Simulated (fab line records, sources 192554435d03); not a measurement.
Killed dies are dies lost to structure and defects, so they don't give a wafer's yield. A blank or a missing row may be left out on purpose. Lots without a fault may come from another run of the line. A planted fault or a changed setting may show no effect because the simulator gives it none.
Which tool did it? | flow n5_finfet | 10 lots, 30 wafers sampled, at 4 steps of a route of 1938

WHAT THE GAUGES READ, wafer by wafer
N5_SD_EPI_P_EPI_MEAS_23. Usual: thk_nm 60.9 nm, standard deviation 1.3.
lot  | measured    | on            | thk_nm (nm)    | flag
L634 | day 4 01:25 | film_metro-02 | 61.3 61.3 60.4 |
L639 | day 5 04:20 | film_metro-02 | 59.5 60.0 64.1 |
L640 | day 5 12:18 | film_metro-02 | 62.1 59.6 61.7 |
L642 | day 5 22:49 | film_metro-01 | 60.9 61.6 60.5 |
L648 | day 7 08:49 | film_metro-02 | 60.1 60.9 61.9 |
L649 | day 7 14:08 | film_metro-01 | 59.5 59.4 61.7 |
L650 | day 7 20:05 | film_metro-02 | 60.5 61.1 58.6 |
L651 | day 8 02:38 | film_metro-01 | 60.4 59.3 61.1 |
L652 | day 8 12:25 | film_metro-01 | 60.0 61.4 61.8 |
L653 | day 8 15:29 | film_metro-02 | 61.3 60.7 61.2 |

WHICH TOOL RAN EACH LOT (tool, then ch and the chambers of the sampled wafers, then the start)
lot  | N5_SD_EPI_N_DESCUM_14             | N5_SD_EPI_P_ETCH_36               | N5_SD_EPI_P_SD_RECESS_17
L634 | rie_diel-04 ch 0,2, day 3 16:14   | rie_diel-06 ch 2,3, day 3 21:04   | rie_si-04 ch 0,1,3, day 3 21:43
L639 | rie_diel-01 ch 0,1,2, day 4 20:19 | rie_diel-06 ch 1,2, day 5 00:49   | rie_si-03 ch 1,2,3, day 5 01:30
L640 | rie_diel-01 ch 2,3, day 5 04:18   | rie_diel-02 ch 0,2,3, day 5 08:47 | rie_si-03 ch 1,2, day 5 09:26
L642 | rie_diel-01 ch 0,3, day 5 14:38   | rie_diel-05 ch 0,1,3, day 5 19:17 | rie_si-03 ch 0,1,2, day 5 19:56
L648 | rie_diel-01 ch 0,2,3, day 7 00:58 | rie_diel-06 ch 0,2,3, day 7 05:19 | rie_si-01 ch 0,2,3, day 7 05:58
L649 | rie_diel-04 ch 0,1,2, day 7 05:37 | rie_diel-06 ch 0,3, day 7 10:38   | rie_si-01 ch 1,2,3, day 7 11:17
L650 | rie_diel-03 ch 1,2,3, day 7 12:07 | rie_diel-02 ch 1,2,3, day 7 16:35 | rie_si-04 ch 0,1,2, day 7 17:14
L651 | rie_diel-03 ch 0,2,3, day 7 18:38 | rie_diel-06 ch 0,1,3, day 7 23:07 | rie_si-01 ch 0,2,3, day 7 23:46
L652 | rie_diel-01 ch 0,1,3, day 8 03:34 | rie_diel-02 ch 0,2,3, day 8 08:02 | rie_si-01 ch 0,1,3, day 8 08:42
L653 | rie_diel-01 ch 0,2,3, day 8 06:38 | rie_diel-06 ch 0,2,3, day 8 11:08 | rie_si-01 ch 2,3, day 8 11:47
- N5_SD_EPI_N_DESCUM_14: chemistry O2, time 7.9 s.
- N5_SD_EPI_P_ETCH_36: etches SiARC in CF4, target depth 45.5 nm, time 75.8 s.
- N5_SD_EPI_P_SD_RECESS_17: chemistry HBr/Cl2/O2, target depth 39.1 nm, bt time 3 s.

WHAT THE TOOLS THEMSELVES READ (means of the sampled wafers that have a number; where no wafer has one, the mark that the record gives instead)
N5_SD_EPI_N_DESCUM_14. Usual: drypump_motor_current_A 5.54 A, standard deviation 0.28; oes_product_au 0.77 a.u., standard deviation 0.1; rf_fwd_power_W 49.41 W, standard deviation 0.23; rf_vpp_V 243.0 V, standard deviation 1.4; showerhead_plenum_p_Torr 2.09 Torr, standard deviation 0.08; throttle_valve_pct 20.37 %, standard deviation 0.2.
lot  | tool        | drypump_motor_current_A (A) | oes_product_au (a.u.) | rf_fwd_power_W (W) | rf_vpp_V (V) | showerhead_plenum_p_Torr (Torr) | throttle_valve_pct (%) | flag
L634 | rie_diel-04 | 5.49                        | 0.73                  | 49.32              | 243.0        | 2.08                            | 20.32                  |
L639 | rie_diel-01 | 5.57                        | 0.73                  | 49.50              | 242.6        | 2.05                            | 20.36                  |
L640 | rie_diel-01 | 5.59                        | 0.83                  | 49.51              | 241.5        | 2.01                            | 20.33                  |
L642 | rie_diel-01 | 5.27                        | 0.88                  | 49.55              | 242.8        | 2.08                            | 20.15                  |
L648 | rie_diel-01 | 5.45                        | 0.79                  | 49.35              | 243.0        | 2.06                            | 20.30                  |
L649 | rie_diel-04 | 5.62                        | 0.71                  | 49.64              | 242.5        | 2.04                            | 20.33                  |
L650 | rie_diel-03 | 5.40                        | 0.83                  | 49.34              | 244.7        | 2.18                            | 20.58                  |
L651 | rie_diel-03 | 5.38                        | 0.93                  | 49.28              | 244.6        | 2.18                            | 20.30                  |
L652 | rie_diel-01 | 5.39                        | 0.77                  | 49.32              | 242.6        | 2.06                            | 20.28                  |
L653 | rie_diel-01 | 5.46                        | 0.78                  | 49.47              | 243.2        | 2.05                            | 20.32                  |

N5_SD_EPI_P_ETCH_36. Usual: drypump_motor_current_A 6.1 A, standard deviation 0.48; etch_rf_on_time_s 75.7 s, standard deviation 2.3; oes_product_au 0.65 a.u., standard deviation 0.051; rf_fwd_power_W 538.7 W, standard deviation 2.1; rf_vpp_V 184.1 V, standard deviation 1.2; showerhead_plenum_p_Torr 2.13 Torr, standard deviation 0.066; throttle_valve_pct 15.66 %, standard deviation 0.18.
lot  | tool        | drypump_motor_current_A (A) | etch_rf_on_time_s (s) | oes_product_au (a.u.) | rf_fwd_power_W (W) | rf_vpp_V (V) | showerhead_plenum_p_Torr (Torr) | throttle_valve_pct (%) | flag
L634 | rie_diel-06 | 6.3                         | 74.9                  | 0.63                  | 539.3              | 183.0        | 2.12                            | 15.81                  |
L639 | rie_diel-06 | 6.4                         | 76.4                  | 0.63                  | 538.7              | 183.4        | 2.06                            | 15.69                  |
L640 | rie_diel-02 | 6.3                         | 74.7                  | 0.65                  | 538.4              | 184.1        | 2.11                            | 15.70                  |
L642 | rie_diel-05 | 5.6                         | 75.8                  | 0.61                  | 538.3              | 184.1        | 2.13                            | 15.74                  |
L648 | rie_diel-06 | 6.2                         | 74.2                  | 0.68                  | 540.5              | 184.1        | 2.16                            | 15.67                  |
L649 | rie_diel-06 | 6.1                         | 74.1                  | 0.73                  | 541.0              | 184.2        | 2.21                            | 15.49                  |
L650 | rie_diel-02 | 6.0                         | 76.3                  | 0.63                  | 540.9              | 183.9        | 2.13                            | 15.68                  |
L651 | rie_diel-06 | 5.9                         | 75.6                  | 0.69                  | 538.0              | 184.3        | 2.16                            | 15.49                  |
L652 | rie_diel-02 | 6.3                         | 75.3                  | 0.64                  | 536.3              | 184.1        | 2.10                            | 15.74                  |
L653 | rie_diel-06 | 6.2                         | 74.6                  | 0.67                  | 538.6              | 184.7        | 2.16                            | 15.69                  |

N5_SD_EPI_P_SD_RECESS_17. Usual: HBr_flow_sccm 150.0 sccm, standard deviation 0.47; drypump_motor_current_A 5.5 A, standard deviation 0.53; oes_product_au 1.004 a.u., standard deviation 0.014; rf_fwd_power_W 795.2 W, standard deviation 2.5; throttle_valve_pct 37.11 %, standard deviation 0.3.
lot  | tool      | HBr_flow_sccm (sccm) | drypump_motor_current_A (A) | oes_product_au (a.u.) | rf_fwd_power_W (W) | throttle_valve_pct (%) | flag
L634 | rie_si-04 | 150.1                | 5.2                         | 1.002                 | 798.1              | 37.02                  |
L639 | rie_si-03 | 149.8                | 6.0                         | 1.000                 | 794.8              | 37.13                  |
L640 | rie_si-03 | 150.0                | 6.0                         | 1.037                 | 792.8              | 36.89                  |
L642 | rie_si-03 | 150.0                | 6.2                         | 1.032                 | 793.2              | 37.05                  |
L648 | rie_si-01 | 149.9                | 5.1                         | 1.016                 | 794.0              | 37.40                  |
L649 | rie_si-01 | 150.0                | 5.3                         | 1.001                 | 794.5              | 37.34                  |
L650 | rie_si-04 | 149.6                | 5.4                         | 1.002                 | 793.1              | 37.01                  |
L651 | rie_si-01 | 150.6                | 5.1                         | 1.013                 | 795.5              | 37.40                  |
L652 | rie_si-01 | 150.0                | 5.4                         | 1.015                 | 795.7              | 37.07                  |
L653 | rie_si-01 | 150.0                | 4.8                         | 1.010                 | 796.9              | 37.49                  |

THE ANSWER, worked out from the rows above alone
Rule: a lot is off if the mean of its wafers that have a number lies more than 3 standard deviations from the usual mean. A lot without any number at a reading at which 4 lots or more have one is off too. The other lots that the step has rows for count as sound. The gauges are gone through in route order, then the tools' own readings, and for those a lot's mean is taken as printed above. The first step at which some lot is off is used, and at that step the reading that is off furthest; a lot without a number counts as furthest.
No lot is off at any reading shown: from this, nothing can be told.

WHAT THE SIMULATOR HAD PUT IN
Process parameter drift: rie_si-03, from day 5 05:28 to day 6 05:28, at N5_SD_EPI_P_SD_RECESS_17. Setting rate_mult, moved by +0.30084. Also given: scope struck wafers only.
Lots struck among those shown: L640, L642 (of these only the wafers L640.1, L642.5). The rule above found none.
